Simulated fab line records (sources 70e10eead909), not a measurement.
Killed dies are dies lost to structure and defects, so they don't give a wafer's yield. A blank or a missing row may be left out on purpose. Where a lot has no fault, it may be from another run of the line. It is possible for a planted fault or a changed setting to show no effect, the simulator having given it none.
The tool behind it: which one? -- flow nandHarc -- Sampling: 24 lots, 72 wafers, 6 of 1159 route steps

== WHAT THE GAUGES READ, wafer by wafer ==
The record lacks any reading of a measuring or inspecting step that a usual standard deviation could be used to judge.

== WHICH TOOL RAN EACH LOT (tool, then ch and the chambers of the sampled wafers, then the start) ==
lot,NHARC_A_STAIRCASE_ETCH_227,NHARC_A_STAIRCASE_TRIM_229,NHARC_A_STAIRCASE_ETCH_236,NHARC_A_STAIRCASE_HM_OPEN_460,NHARC_A_STAIRCASE_ETCH_452,NHARC_A_STAIRCASE_DEP_301
L074,"rieDiel-11 ch 1,2,3, day 10 23:43 or earlier","rieDiel-12 ch 1,2,3, day 10 23:43","rieDiel-12 ch 2,3, day 11 10:30 or earlier","rieDiel-12 ch 1,2, day 11 10:30 or earlier","rieDiel-12 ch 0,1, day 11 10:30 or earlier","pecvd-01 ch 0,1,2, day 11 10:30"
L077,"rieDiel-05 ch 1,3, day 11 14:48 or earlier","rieDiel-11 ch 1,2,3, day 11 14:48","rieDiel-11 ch 1,2, day 12 01:49 or earlier","rieDiel-12 ch 1,2, day 12 01:49 or earlier","rieDiel-12 ch 0,1, day 12 01:49 or earlier","pecvd-01 ch 1,2, day 12 01:49"
L075,"rieDiel-05 ch 1,2, day 11 15:37 or earlier","rieDiel-05 ch 0,1,3, day 11 15:37","rieDiel-05 ch 0,3, day 12 04:45 or earlier","rieDiel-11 ch 1,2,3, day 12 04:45 or earlier","rieDiel-11 ch 1,3, day 12 04:45 or earlier","pecvd-03 ch 0,1,2, day 12 04:45"
L076,"rieDiel-12 ch 0,2,3, day 12 00:56 or earlier","rieDiel-12 ch 1,2,3, day 12 00:56","rieDiel-12 ch 0,3, day 12 17:57 or earlier","rieDiel-12 ch 0,1,3, day 12 17:57 or earlier","rieDiel-12 ch 0,1, day 12 17:57 or earlier","pecvd-02 ch 0,2, day 12 17:57"
L078,"rieDiel-12 ch 0,3, day 12 01:05 or earlier","rieDiel-05 ch 1,2,3, day 12 01:05","rieDiel-05 ch 0,2,3, day 12 13:26 or earlier","rieDiel-11 ch 0,2,3, day 12 13:26 or earlier","rieDiel-11 ch 1,2,3, day 12 13:26 or earlier","pecvd-01 ch 0,1,2, day 12 13:26"
L079,"rieDiel-12 ch 2,3, day 12 09:38 or earlier","rieDiel-05 ch 0,1,3, day 12 09:38","rieDiel-05 ch 0,2, day 13 03:34 or earlier","rieDiel-11 ch 1,3, day 13 03:34 or earlier","rieDiel-11 ch 0,1, day 13 03:34 or earlier","pecvd-02 ch 0,1,2, day 13 03:34"
L081,"rieDiel-05 ch 0,1,3, day 12 12:29 or earlier","rieDiel-05 ch 1,2,3, day 12 12:29","rieDiel-05 ch 0,1,2, day 13 03:46 or earlier","rieDiel-12 ch 0,1,2, day 13 03:46 or earlier","rieDiel-12 ch 0,1,2, day 13 03:46 or earlier","pecvd-02 ch 1,2, day 13 03:46"
L080,"rieDiel-12 ch 1,2,3, day 12 13:59 or earlier","rieDiel-11 ch 1,3, day 12 13:59","rieDiel-11 ch 1,2, day 13 06:18 or earlier","rieDiel-05 ch 0,1,3, day 13 06:18 or earlier","rieDiel-05 ch 0,2,3, day 13 06:18 or earlier","pecvd-02 ch 0,1, day 13 06:18"
L082,"rieDiel-12 ch 0,1, day 13 02:56 or earlier","rieDiel-12 ch 0,2, day 13 02:56","rieDiel-12 ch 2,3, day 13 19:59 or earlier","rieDiel-11 ch 0,1,3, day 13 19:59 or earlier","rieDiel-11 ch 1,2, day 13 19:59 or earlier","pecvd-02 ch 1,2, day 13 19:59"
L083,"rieDiel-05 ch 0,1,3, day 13 04:41 or earlier","rieDiel-05 ch 1,2, day 13 04:41","rieDiel-05 ch 0,2,3, day 13 22:45 or earlier","rieDiel-05 ch 2,3, day 13 22:45 or earlier","rieDiel-05 ch 0,1,2, day 13 22:45 or earlier","pecvd-01 ch 0,2, day 13 22:45"
L084,"rieDiel-11 ch 0,1, day 13 09:00 or earlier","rieDiel-11 ch 0,1,2, day 13 09:00","rieDiel-11 ch 0,3, day 14 02:08 or earlier","rieDiel-12 ch 0,1,2, day 14 02:08 or earlier","rieDiel-12 ch 0,1,2, day 14 02:08 or earlier","pecvd-03 ch 0,2, day 14 02:08"
L085,"rieDiel-12 ch 1,3, day 13 22:21 or earlier","rieDiel-05 ch 0,3, day 13 22:21","rieDiel-05 ch 1,2, day 14 09:02 or earlier","rieDiel-05 ch 0,2,3, day 14 09:02 or earlier","rieDiel-05 ch 1,2, day 14 09:02 or earlier","pecvd-02 ch 0,1,2, day 14 09:02"
L087,"rieDiel-11 ch 2,3, day 14 06:08 or earlier","rieDiel-11 ch 0,1, day 14 06:08","rieDiel-11 ch 0,2,3, day 14 18:32 or earlier","rieDiel-05 ch 1,2,3, day 14 18:32 or earlier","rieDiel-05 ch 0,2,3, day 14 18:32 or earlier","pecvd-03 ch 0,1,2, day 14 18:32"
L086,"rieDiel-12 ch 1,2,3, day 14 06:29 or earlier","rieDiel-05 ch 0,1,2, day 14 06:29","rieDiel-05 ch 0,1,3, day 14 20:29 or earlier","rieDiel-05 ch 0,2,3, day 14 20:29 or earlier","rieDiel-05 ch 0,1,3, day 14 20:29 or earlier","pecvd-01 ch 0,1, day 14 20:29"
L088,"rieDiel-12 ch 0,3, day 15 04:01 or earlier","rieDiel-12 ch 0,1,2, day 15 04:01","rieDiel-12 ch 0,2,3, day 15 15:25 or earlier","rieDiel-11 ch 0,2,3, day 15 15:25 or earlier","rieDiel-11 ch 1,3, day 15 15:25 or earlier","pecvd-02 ch 0,1,2, day 15 15:25"
L090,"rieDiel-05 ch 0,1,2, day 15 04:40 or earlier","rieDiel-12 ch 1,3, day 15 04:40","rieDiel-12 ch 0,1,3, day 15 16:26 or earlier","rieDiel-11 ch 0,2,3, day 15 16:26 or earlier","rieDiel-11 ch 0,1,2, day 15 16:26 or earlier","pecvd-01 ch 0,1,2, day 15 16:26"
L089,"rieDiel-12 ch 0,1, day 15 08:46 or earlier","rieDiel-12 ch 1,2, day 15 08:46","rieDiel-12 ch 1,2, day 15 20:47 or earlier","rieDiel-11 ch 0,2, day 15 20:47 or earlier","rieDiel-11 ch 1,2, day 15 20:47 or earlier","pecvd-03 ch 0,2, day 15 20:47"
L091,"rieDiel-11 ch 1,3, day 15 10:58 or earlier","rieDiel-12 ch 0,1,2, day 15 10:58","rieDiel-12 ch 0,2,3, day 15 22:40 or earlier","rieDiel-12 ch 0,2,3, day 15 22:40 or earlier","rieDiel-12 ch 0,1,3, day 15 22:40 or earlier","pecvd-02 ch 0,1, day 15 22:40"
L093,"rieDiel-12 ch 2,3, day 15 11:40 or earlier","rieDiel-12 ch 1,2, day 15 11:40","rieDiel-12 ch 0,2, day 15 23:34 or earlier","rieDiel-05 ch 1,2,3, day 15 23:34 or earlier","rieDiel-05 ch 0,2,3, day 15 23:34 or earlier","pecvd-02 ch 1,2, day 15 23:34"
L092,"rieDiel-11 ch 0,1,3, day 15 20:58 or earlier","rieDiel-11 ch 0,1,2, day 15 20:58","rieDiel-11 ch 0,2,3, day 16 09:49 or earlier","rieDiel-05 ch 1,2,3, day 16 09:49 or earlier","rieDiel-05 ch 1,2,3, day 16 09:49 or earlier","pecvd-03 ch 1,2, day 16 09:49"
L096,"rieDiel-12 ch 0,1,2, day 16 12:17 or earlier","rieDiel-05 ch 1,3, day 16 12:17","rieDiel-05 ch 1,2,3, day 17 01:32 or earlier","rieDiel-05 ch 0,3, day 17 01:32 or earlier","rieDiel-05 ch 0,2, day 17 01:32 or earlier","pecvd-03 ch 0,1, day 17 01:32"
L097,"rieDiel-12 ch 1,3, day 16 17:36 or earlier","rieDiel-05 ch 1,2, day 16 17:36","rieDiel-05 ch 0,1,3, day 17 06:59 or earlier","rieDiel-05 ch 2,3, day 17 06:59 or earlier","rieDiel-05 ch 0,1,2, day 17 06:59 or earlier","pecvd-03 ch 0,1,2, day 17 06:59"
L094,"rieDiel-12 ch 1,2,3, day 16 17:38 or earlier","rieDiel-12 ch 1,2, day 16 17:38","rieDiel-12 ch 0,2, day 17 05:54 or earlier","rieDiel-11 ch 2,3, day 17 05:54 or earlier","rieDiel-11 ch 0,2,3, day 17 05:54 or earlier","pecvd-01 ch 0,1, day 17 05:54"
L095,"rieDiel-11 ch 0,2, day 17 00:38 or earlier","rieDiel-05 ch 0,1, day 17 00:38","rieDiel-05 ch 0,2,3, day 17 15:17 or earlier","rieDiel-11 ch 0,2, day 17 15:17 or earlier","rieDiel-11 ch 0,1,3, day 17 15:17 or earlier","pecvd-02 ch 1,2, day 17 15:17"
- NHARC_A_STAIRCASE_ETCH_227: etches the open film in C4F8/O2, target depth 100 nm, time 40.5 s.
- NHARC_A_STAIRCASE_TRIM_229: chemistry O2, time 211.2 s.
- NHARC_A_STAIRCASE_ETCH_236: etches the open film in C4F8/O2, target depth 100 nm, time 40.5 s.
- NHARC_A_STAIRCASE_HM_OPEN_460: chemistry O2/COS.
- NHARC_A_STAIRCASE_ETCH_452: etches the open film in CF4/O2, target depth 30 nm, overetch 3 nm, time 16.5 s.
- NHARC_A_STAIRCASE_DEP_301: deposits SiON, target thk 30 nm.

== AS READ BY THE TOOLS THEMSELVES (means over the sampled wafers that have a number; for cases with no such wafer, the mark the record gives instead) ==
NHARC_A_STAIRCASE_ETCH_227.
lot,tool,oesProductAu (a.u.),rfVppV (V)
L074,rieDiel-11,0.953,900
L077,rieDiel-05,0.937,892
L075,rieDiel-05,0.941,892
L076,rieDiel-12,0.929,897
L078,rieDiel-12,0.920,900
L079,rieDiel-12,0.942,897
L081,rieDiel-05,0.937,892
L080,rieDiel-12,0.942,898
L082,rieDiel-12,0.927,905
L083,rieDiel-05,0.939,892
L084,rieDiel-11,0.933,899
L085,rieDiel-12,0.939,903
L087,rieDiel-11,0.959,894
L086,rieDiel-12,0.942,899
L088,rieDiel-12,0.946,899
L090,rieDiel-05,0.941,892
L089,rieDiel-12,0.926,901
L091,rieDiel-11,0.945,899
L093,rieDiel-12,0.938,895
L092,rieDiel-11,0.948,894
L096,rieDiel-12,0.920,898
L097,rieDiel-12,0.933,901
L094,rieDiel-12,0.937,897
L095,rieDiel-11,0.928,900

NHARC_A_STAIRCASE_TRIM_229.
lot,tool,drypumpMotorCurrentA (A),oesProductAu (a.u.),rfVppV (V),showerheadPlenumPTorr (Torr),throttleValvePct (%)
L074,rieDiel-12,5.6,1.001,58.1,3.60,17.020
L077,rieDiel-11,6.1,0.996,58.8,3.63,17.031
L075,rieDiel-05,5.7,0.999,56.8,3.43,17.026
L076,rieDiel-12,5.6,0.996,58.7,3.60,17.045
L078,rieDiel-05,6.1,0.999,58.0,3.39,17.038
L079,rieDiel-05,5.7,1.005,57.5,3.42,17.038
L081,rieDiel-05,6.1,0.988,57.5,3.38,17.029
L080,rieDiel-11,6.0,1.005,58.3,3.62,17.034
L082,rieDiel-12,5.6,0.990,57.7,3.45,17.037
L083,rieDiel-05,5.8,0.997,57.9,3.44,17.033
L084,rieDiel-11,5.9,0.987,57.9,3.63,17.029
L085,rieDiel-05,5.9,1.010,57.6,3.35,17.038
L087,rieDiel-11,5.7,1.014,57.8,3.49,17.028
L086,rieDiel-05,5.5,0.991,57.4,3.44,17.031
L088,rieDiel-12,5.8,0.988,58.0,3.59,17.048
L090,rieDiel-12,5.8,0.992,58.8,3.73,17.040
L089,rieDiel-12,5.8,0.982,58.3,3.63,17.047
L091,rieDiel-12,5.8,0.979,58.3,3.59,17.038
L093,rieDiel-12,5.7,0.987,58.0,3.63,17.042
L092,rieDiel-11,5.9,1.014,58.7,3.62,17.033
L096,rieDiel-05,6.0,1.016,58.1,3.57,17.035
L097,rieDiel-05,6.0,0.988,57.6,3.39,17.033
L094,rieDiel-12,5.5,0.995,57.5,3.48,17.031
L095,rieDiel-05,5.4,1.019,57.2,3.46,17.035

NHARC_A_STAIRCASE_ETCH_236.
lot,tool,oesProductAu (a.u.),rfVppV (V)
L074,rieDiel-12,0.944,897
L077,rieDiel-11,0.933,905
L075,rieDiel-05,0.951,890
L076,rieDiel-12,0.949,901
L078,rieDiel-05,0.927,891
L079,rieDiel-05,0.939,893
L081,rieDiel-05,0.934,893
L080,rieDiel-11,0.930,904
L082,rieDiel-12,0.941,893
L083,rieDiel-05,0.936,891
L084,rieDiel-11,0.933,889
L085,rieDiel-05,0.932,890
L087,rieDiel-11,0.945,895
L086,rieDiel-05,0.927,892
L088,rieDiel-12,0.928,896
L090,rieDiel-12,0.925,902
L089,rieDiel-12,0.924,895
L091,rieDiel-12,0.926,897
L093,rieDiel-12,0.925,892
L092,rieDiel-11,0.943,894
L096,rieDiel-05,0.922,896
L097,rieDiel-05,0.963,897
L094,rieDiel-12,0.940,893
L095,rieDiel-05,0.942,896

NHARC_A_STAIRCASE_HM_OPEN_460.
lot,tool,drypumpMotorCurrentA (A),oesProductAu (a.u.),rfVppV (V),showerheadPlenumPTorr (Torr),throttleValvePct (%)
L074,rieDiel-12,5.5,0.981,466,3.10,28.336
L077,rieDiel-12,5.6,0.990,466,3.10,28.328
L075,rieDiel-11,6.1,0.996,468,3.21,28.326
L076,rieDiel-12,5.9,0.992,470,3.27,28.320
L078,rieDiel-11,6.2,0.990,468,3.09,28.327
L079,rieDiel-11,6.3,1.003,465,3.07,28.330
L081,rieDiel-12,5.8,0.992,469,3.19,28.327
L080,rieDiel-05,5.7,0.999,465,3.03,28.333
L082,rieDiel-11,6.0,1.002,466,3.08,28.319
L083,rieDiel-05,6.4,1.010,464,2.93,28.330
L084,rieDiel-12,5.8,0.983,469,3.19,28.327
L085,rieDiel-05,5.8,0.995,463,2.99,28.327
L087,rieDiel-05,6.1,0.997,464,2.98,28.322
L086,rieDiel-05,5.8,0.989,464,2.99,28.342
L088,rieDiel-11,6.2,1.000,465,3.08,28.330
L090,rieDiel-11,6.2,1.002,467,3.08,28.327
L089,rieDiel-11,6.0,0.998,470,3.21,28.338
L091,rieDiel-12,5.6,0.989,467,3.13,28.327
L093,rieDiel-05,6.1,1.000,468,3.14,28.328
L092,rieDiel-05,6.1,0.995,468,3.14,28.338
L096,rieDiel-05,5.9,1.005,470,3.27,28.325
L097,rieDiel-05,6.2,0.985,467,3.10,28.327
L094,rieDiel-11,6.3,1.008,469,3.20,28.335
L095,rieDiel-11,6.0,1.000,469,3.21,28.328

NHARC_A_STAIRCASE_ETCH_452.
lot,tool,cf4FlowSccm (sccm),drypumpMotorCurrentA (A),oesProductAu (a.u.),rfVppV (V),showerheadPlenumPTorr (Torr),throttleValvePct (%)
L074,rieDiel-12,80.01,6.0,0.984,199.8,1.42,13.386
L077,rieDiel-12,79.84,6.0,0.987,199.4,1.41,13.393
L075,rieDiel-11,80.12,6.3,1.001,196.8,1.32,13.398
L076,rieDiel-12,80.17,5.9,0.996,198.9,1.42,13.399
L078,rieDiel-11,80.18,6.1,0.997,199.0,1.38,13.399
L079,rieDiel-11,80.25,5.7,1.007,196.8,1.32,13.396
L081,rieDiel-12,80.02,5.8,1.000,198.6,1.37,13.383
L080,rieDiel-05,80.36,5.8,1.000,197.1,1.28,13.401
L082,rieDiel-11,79.94,5.8,1.008,199.6,1.43,13.405
L083,rieDiel-05,80.23,5.5,0.994,198.0,1.30,13.400
L084,rieDiel-12,79.88,5.8,0.986,198.4,1.36,13.404
L085,rieDiel-05,80.02,5.9,0.994,196.9,1.30,13.393
L087,rieDiel-05,79.70,5.8,1.000,196.9,1.28,13.401
L086,rieDiel-05,80.17,5.6,1.003,197.2,1.29,13.394
L088,rieDiel-11,80.00,5.9,1.010,197.7,1.36,13.397
L090,rieDiel-11,79.78,5.8,1.008,198.0,1.37,13.404
L089,rieDiel-11,79.82,5.8,1.017,200.0,1.42,13.400
L091,rieDiel-12,79.73,5.9,0.992,198.5,1.39,13.392
L093,rieDiel-05,79.98,5.8,0.998,198.8,1.35,13.404
L092,rieDiel-05,80.12,6.1,0.997,197.6,1.34,13.396
L096,rieDiel-05,80.12,5.7,0.987,196.7,1.28,13.401
L097,rieDiel-05,79.96,5.5,1.004,197.4,1.30,13.402
L094,rieDiel-11,79.90,6.1,1.007,197.4,1.31,13.392
L095,rieDiel-11,80.04,6.0,1.005,197.4,1.31,13.399

NHARC_A_STAIRCASE_DEP_301.
lot,tool,heaterPowerW (W),susceptorTempC (C)
L074,pecvd-01,723,399.81
L077,pecvd-01,631,400.15
L075,pecvd-03,757,399.88
L076,pecvd-02,849,400.03
L078,pecvd-01,720,400.04
L079,pecvd-02,797,399.96
L081,pecvd-02,872,400.30
L080,pecvd-02,709,399.88
L082,pecvd-02,860,400.18
L083,pecvd-01,840,399.86
L084,pecvd-03,735,400.15
L085,pecvd-02,813,400.33
L087,pecvd-03,751,399.95
L086,pecvd-01,744,400.07
L088,pecvd-02,834,399.80
L090,pecvd-01,657,399.99
L089,pecvd-03,779,399.76
L091,pecvd-02,833,400.28
L093,pecvd-02,810,400.04
L092,pecvd-03,794,400.21
L096,pecvd-03,817,399.68
L097,pecvd-03,752,399.83
L094,pecvd-01,797,400.17
L095,pecvd-02,875,399.76

== THE ANSWER, worked out from the rows above alone ==
Rule: usual is defined by the lots themselves. The widest of any qualifying gaps counts: lots, ordered by their means at a reading, are off when they make up no more than a third of the lots, leave a main group of 4 or more, and stand apart from it by 3 or more times the standard deviation of that group's means. Not used: any main group whose means are identical at the precision the tables above print for the reading. A lot without any number at a reading at which 4 lots or more have one is off too. The other lots that the step has rows for count as sound. First the gauges in route order, then the tools' own readings, where a lot's mean is used as printed above. At the first step where some lot is off, the reading lying furthest off is the one used; lots without a number count as furthest.
Nothing can be told from this: no lot is off at any reading shown.

== WHAT WAS PUT IN BY THE SIMULATOR ==
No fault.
